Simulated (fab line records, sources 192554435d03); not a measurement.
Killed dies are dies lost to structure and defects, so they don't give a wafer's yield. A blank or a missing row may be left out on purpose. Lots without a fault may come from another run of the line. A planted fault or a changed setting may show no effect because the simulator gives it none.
Which tool did it? | flow n5_finfet | 9 lots, 26 wafers sampled, at 5 steps of a route of 1938

WHAT THE GAUGES READ, wafer by wafer
N5_HKMG_FIN_CD_MEAS_12: target cd 92.8 nm.
lot  | measured     | on        | cd_nm (nm)
L988 | day 5 07:10  | cd_sem-03 | 92.1 92.5
L990 | day 5 22:31  | cd_sem-01 | 93.6 92.4 93.0
L991 | day 6 04:00  | cd_sem-03 | 92.6 93.2 93.3
L997 | day 7 08:20  | cd_sem-02 | 92.1 92.5 92.0
L998 | day 7 17:50  | cd_sem-01 | 92.0 92.1 91.3
L999 | day 8 03:43  | cd_sem-02 | 94.2 92.7 92.9
L102 | day 8 15:41  | cd_sem-02 | 92.6 92.7 92.7
L107 | day 10 05:27 | cd_sem-02 | 93.3 92.7 93.1
L106 | day 10 08:30 | cd_sem-03 | 93.3 91.7 92.0

N5_BEOL_M4_RC_MEAS_101.
lot  | measured     | on        | DIBL_N (mV/V)  | DIBL_P (mV/V)  | IOFF_N (nA/um)    | IOFF_N_85C (nA/um) | IOFF_N_LIN (nA/um) | IOFF_N_LONG (nA/um)        | IOFF_P (nA/um) | IOFF_P_85C (nA/um) | IOFF_P_LIN (nA/um) | IOFF_P_LONG (nA/um)        | ION_N (uA/um) | ION_P (uA/um) | SS_N (mV/dec)  | SS_P (mV/dec)  | VT_N (mV)         | VT_N_LONG (mV)    | VT_N_LVT (mV) | VT_P (mV)            | VT_P_LONG (mV) | VT_P_LVT (mV)
L988 | day 9 18:07  | prober-01 | 34.8 36.1      | 34.1 35.2      | 0.124 0.143       | 2.5 2.8            | 0.060 0.067        | 5.47e-05 5.45e-05          | 0.19 0.20      | 3.3 3.6            | 0.095 0.100        | 0.000118 0.000115          | 666 660       | 460 460       | 71.1 71.8      | 72.9 73.1      | 252.0 251.5       | 277.3 277.6       | 101 101       | -249.1 -249.3        | -272 -274      | -100.0 -98.4
L990 | day 10 05:05 | prober-01 | 34.8 37.0 38.5 | 33.1 35.7 36.5 | 0.127 0.158 0.182 | 2.6 3.1 3.5        | 0.065 0.076 0.081  | 5.73e-05 5.67e-05 5.72e-05 | 0.15 0.19 0.20 | 2.7 3.3 3.4        | 0.076 0.089 0.091  | 9.4e-05 9.4e-05 9.6e-05    | 676 684 675   | 453 462 454   | 70.1 71.7 71.5 | 72.5 73.2 73.5 | 249.6 250.7 249.8 | 273.1 273.5 276.8 | 99 96 97      | -256.0 -252.9 -251.3 | -278 -280 -276 | -103.8 -100.0 -99.7
L991 | day 10 07:43 | prober-02 | 37.7 36.1 38.0 | 38.7 36.5 38.1 | 0.197 0.157 0.179 | 3.8 3.1 3.5        | 0.087 0.074 0.080  | 5.4e-05 5.47e-05 5.51e-05  | 0.25 0.22 0.23 | 4.2 3.7 3.9        | 0.112 0.100 0.104  | 9.7e-05 0.000104 0.000103  | 671 675 665   | 459 459 453   | 72.4 71.7 72.1 | 73.5 74.0 73.7 | 246.4 251.4 249.0 | 273.7 275.2 277.8 | 94 95 96      | -249.8 -250.4 -251.9 | -280 -278 -278 | -94.7 -95.5 -96.4
L997 | day 11 06:49 | prober-01 | 35.9 34.2 37.2 | 36.1 34.0 36.8 | 0.000 0.000 0.000 | 0.0 0.0 0.0        | 0.000 0.000 0.000  | 4.8e-05 4.8e-05 4.91e-05   | 4.33 3.62 4.61 | 45.8 39.0 47.7     | 2.016 1.777 2.115  | 0.001897 0.00186 0.001889  | 95 90 97      | 583 568 582   | 71.9 71.5 72.0 | 73.4 73.0 74.3 | 535.6 546.2 540.7 | 570.3 569.2 569.1 | 391 394 390   | -165.8 -167.3 -165.8 | -188 -190 -188 | -12.5 -15.0 -11.9
L998 | day 11 16:44 | prober-01 | 35.7 33.4 33.0 | 35.4 32.3 32.2 | 0.000 0.000 0.000 | 0.0 0.0 0.0        | 0.000 0.000 0.000  | 4.8e-05 4.75e-05 4.78e-05  | 4.89 3.85 3.74 | 49.9 41.1 39.7     | 2.262 1.905 1.903  | 0.002145 0.002198 0.002197 | 92 91 91      | 588 583 586   | 70.7 70.2 70.9 | 73.5 73.1 72.9 | 539.7 545.5 539.9 | 567.7 567.0 563.4 | 390 393 396   | -162.4 -164.8 -164.0 | -183 -183 -184 | -11.1 -14.4 -14.3
L999 | day 12 00:05 | prober-01 | 36.6 35.1 34.9 | 38.4 36.3 36.3 | 0.000 0.000 0.000 | 0.0 0.0 0.0        | 0.000 0.000 0.000  | 4.52e-05 4.55e-05 4.56e-05 | 4.58 3.89 4.05 | 48.8 42.1 43.7     | 2.033 1.800 1.864  | 0.001721 0.001767 0.001728 | 95 95 93      | 585 584 583   | 71.1 71.1 71.4 | 73.3 73.1 72.7 | 542.9 541.6 540.1 | 568.9 570.0 569.5 | 389 388 393   | -165.8 -168.7 -167.7 | -191 -190 -189 | -13.8 -16.3 -15.2
L102 | day 12 19:56 | prober-02 | 36.7 37.2 38.1 | 37.7 38.2 40.4 | 0.173 0.186 0.202 | 3.3 3.5 3.8        | 0.079 0.084 0.092  | 5.82e-05 5.73e-05 5.66e-05 | 0.23 0.24 0.28 | 4.0 4.2 4.8        | 0.109 0.111 0.124  | 0.000117 0.000115 0.000114 | 684 669 688   | 470 460 475   | 71.7 71.4 72.0 | 73.8 74.2 74.6 | 248.6 245.9 245.9 | 274.5 274.5 274.6 | 96 96 93      | -248.9 -247.8 -245.5 | -273 -275 -275 | -96.3 -95.9 -93.8
L107 | day 13 23:31 | prober-01 | 37.5 35.8 38.0 | 36.0 34.7 36.4 | 0.179 0.147 0.173 | 3.4 2.9 3.3        | 0.083 0.071 0.076  | 5.52e-05 5.51e-05 5.44e-05 | 0.23 0.20 0.24 | 3.9 3.5 4.0        | 0.105 0.097 0.105  | 9.9e-05 9.7e-05 9.9e-05    | 672 678 657   | 465 460 450   | 71.6 71.1 71.5 | 73.9 72.9 73.8 | 248.6 251.6 248.6 | 273.6 275.9 275.9 | 93 96 97      | -246.8 -250.3 -252.1 | -280 -281 -280 | -96.9 -98.4 -97.9
L106 | day 14 01:47 | prober-01 | 34.4 33.3 32.8 | 35.1 33.1 33.0 | 0.149 0.118 0.119 | 3.0 2.5 2.5        | 0.072 0.058 0.062  | 5.49e-05 5.47e-05 5.43e-05 | 0.19 0.15 0.16 | 3.4 2.8 3.0        | 0.093 0.079 0.085  | 9.7e-05 9.8e-05 0.000102   | 682 661 674   | 466 450 462   | 71.6 71.0 70.4 | 73.0 72.6 72.9 | 252.9 255.5 251.2 | 276.7 275.4 276.9 | 95 100 98     | -249.1 -255.7 -253.9 | -278 -279 -279 | -98.9 -102.1 -100.1

WHICH TOOL RAN EACH LOT (tool, then ch and the chambers of the sampled wafers, then the start)
lot  | N5_HKMG_FIN_STRIP_92               | N5_HKMG_FIN_NWFM_ALD_20             | N5_HKMG_FIN_ALD_72
L988 | rie_diel-02 ch 1,3, day 5 07:58    | ald_metal-02 ch 1,3, day 5 09:56    | cvd_w-01 ch 0, day 5 11:33
L990 | rie_diel-02 ch 0,3, day 5 23:11    | ald_metal-04 ch 2,3, day 6 00:46    | cvd_w-02 ch 0,1, day 6 02:46
L991 | rie_diel-06 ch 0,1,2, day 6 04:32  | ald_metal-03 ch 0,1, day 6 06:12    | cvd_w-02 ch 0,1, day 6 07:44
L997 | rie_diel-02 ch 0,2, day 7 08:53    | ald_metal-04 ch 1,3, day 7 10:23    | cvd_w-01 ch 0,1, day 7 12:07
L998 | rie_diel-03 ch 1,2,3, day 7 18:23  | ald_metal-03 ch 2,3, day 7 19:53    | cvd_w-01 ch 0,1, day 7 21:27
L999 | rie_diel-06 ch 0,1,3, day 8 04:15  | ald_metal-04 ch 0,2,3, day 8 05:59  | cvd_w-02 ch 0, day 8 07:34
L102 | rie_diel-03 ch 1,2,3, day 8 16:14  | ald_metal-04 ch 0,1,2, day 8 17:44  | cvd_w-01 ch 0,1, day 8 19:17
L107 | rie_diel-03 ch 1,2,3, day 10 05:59 | ald_metal-03 ch 2,3, day 10 07:31   | cvd_w-02 ch 0,1, day 10 09:05
L106 | rie_diel-03 ch 0,2,3, day 10 09:16 | ald_metal-03 ch 0,1,3, day 10 10:49 | cvd_w-02 ch 0,1, day 10 12:21
- N5_HKMG_FIN_STRIP_92: strips SOC in N2/H2, time 20 s.
- N5_HKMG_FIN_NWFM_ALD_20: deposits TiAlC, target thk 2 nm, pulse time 3 s, purge time 2 s.
- N5_HKMG_FIN_ALD_72: deposits W, target thk 2 nm, pulse time 1 s, purge time 2 s.

WHAT THE TOOLS THEMSELVES READ (means of the sampled wafers that have a number; where no wafer has one, the mark that the record gives instead)
N5_HKMG_FIN_STRIP_92.
lot  | tool        | drypump_motor_current_A (A) | oes_product_au (a.u.) | rf_vpp_V (V) | showerhead_plenum_p_Torr (Torr) | throttle_valve_pct (%)
L988 | rie_diel-02 | 5.2                         | 0.84                  | 53.8         | 3.40                            | 18.9
L990 | rie_diel-02 | 5.4                         | 0.74                  | 54.8         | 3.41                            | 19.1
L991 | rie_diel-06 | 5.5                         | 0.82                  | 53.8         | 3.25                            | 18.7
L997 | rie_diel-02 | 5.3                         | 0.86                  | 55.0         | 3.32                            | 19.6
L998 | rie_diel-03 | 5.9                         | 0.84                  | 54.1         | 3.40                            | 18.8
L999 | rie_diel-06 | 5.9                         | 0.80                  | 53.3         | 3.29                            | 19.1
L102 | rie_diel-03 | 5.9                         | 0.84                  | 54.4         | 3.40                            | 18.8
L107 | rie_diel-03 | 5.9                         | 0.83                  | 54.4         | 3.39                            | 18.8
L106 | rie_diel-03 | 5.7                         | 0.81                  | 55.1         | 3.43                            | 18.6

N5_HKMG_FIN_NWFM_ALD_20.
lot  | tool         | chamber_pressure_Torr (Torr) | heater_power_w (W) | precursor_pulse_height_rel
L988 | ald_metal-02 | 2.999                        | 510                | 0.999
L990 | ald_metal-04 | 2.997                        | 491                | 0.971
L991 | ald_metal-03 | 3.006                        | 538                | 0.985
L997 | ald_metal-04 | -                            | -                  | -
L998 | ald_metal-03 | -                            | -                  | -
L999 | ald_metal-04 | -                            | -                  | -
L102 | ald_metal-04 | 2.998                        | 480                | 0.999
L107 | ald_metal-03 | 2.992                        | 512                | 1.005
L106 | ald_metal-03 | 3.006                        | 513                | 1.027

N5_HKMG_FIN_ALD_72.
lot  | tool     | chamber_pressure_Torr (Torr) | heater_power_w (W) | precursor_pulse_height_rel
L988 | cvd_w-01 | 7.514                        | 500                | 0.995
L990 | cvd_w-02 | 7.521                        | 438                | 1.013
L991 | cvd_w-02 | 7.488                        | 463                | 1.000
L997 | cvd_w-01 | 7.485                        | 494                | 0.995
L998 | cvd_w-01 | 7.496                        | 499                | 1.000
L999 | cvd_w-02 | 7.500                        | 405                | 1.000
L102 | cvd_w-01 | 7.509                        | 499                | 1.005
L107 | cvd_w-02 | 7.496                        | 475                | 1.006
L106 | cvd_w-02 | 7.502                        | 439                | 0.979

THE ANSWER, worked out from the rows above alone
Rule: what is usual is taken from the lots themselves. Put in order of their means at a reading, lots are off if they are a third of the lots or fewer, leave a main group of 4 or more, and stand apart from it by a gap of 3 or more times the standard deviation of the main group's means; of several such gaps the widest counts. A main group whose means are all the same, to the digits that the tables above print for the reading, isn't used. A lot without any number at a reading at which 4 lots or more have one is off too. The other lots that the step has rows for count as sound. The gauges are gone through in route order, then the tools' own readings, and for those a lot's mean is taken as printed above. The first step at which some lot is off is used, and at that step the reading that is off furthest; a lot without a number counts as furthest.
Off: L997, L998, L999, at N5_BEOL_M4_RC_MEAS_101 (VT_N_LONG). The main group: mean 275.6 mV, standard deviation 1.
A tool fits if, at a process step before that reading, it ran every lot that is off, and no sound lot after the first of them. The gauges at N5_BEOL_M4_RC_MEAS_101 aren't tried: what is off there is off at N5_HKMG_FIN_NWFM_ALD_20 too, on other tools, and a gauge's error can't cause that. None of those tried fits.

WHAT THE SIMULATOR HAD PUT IN
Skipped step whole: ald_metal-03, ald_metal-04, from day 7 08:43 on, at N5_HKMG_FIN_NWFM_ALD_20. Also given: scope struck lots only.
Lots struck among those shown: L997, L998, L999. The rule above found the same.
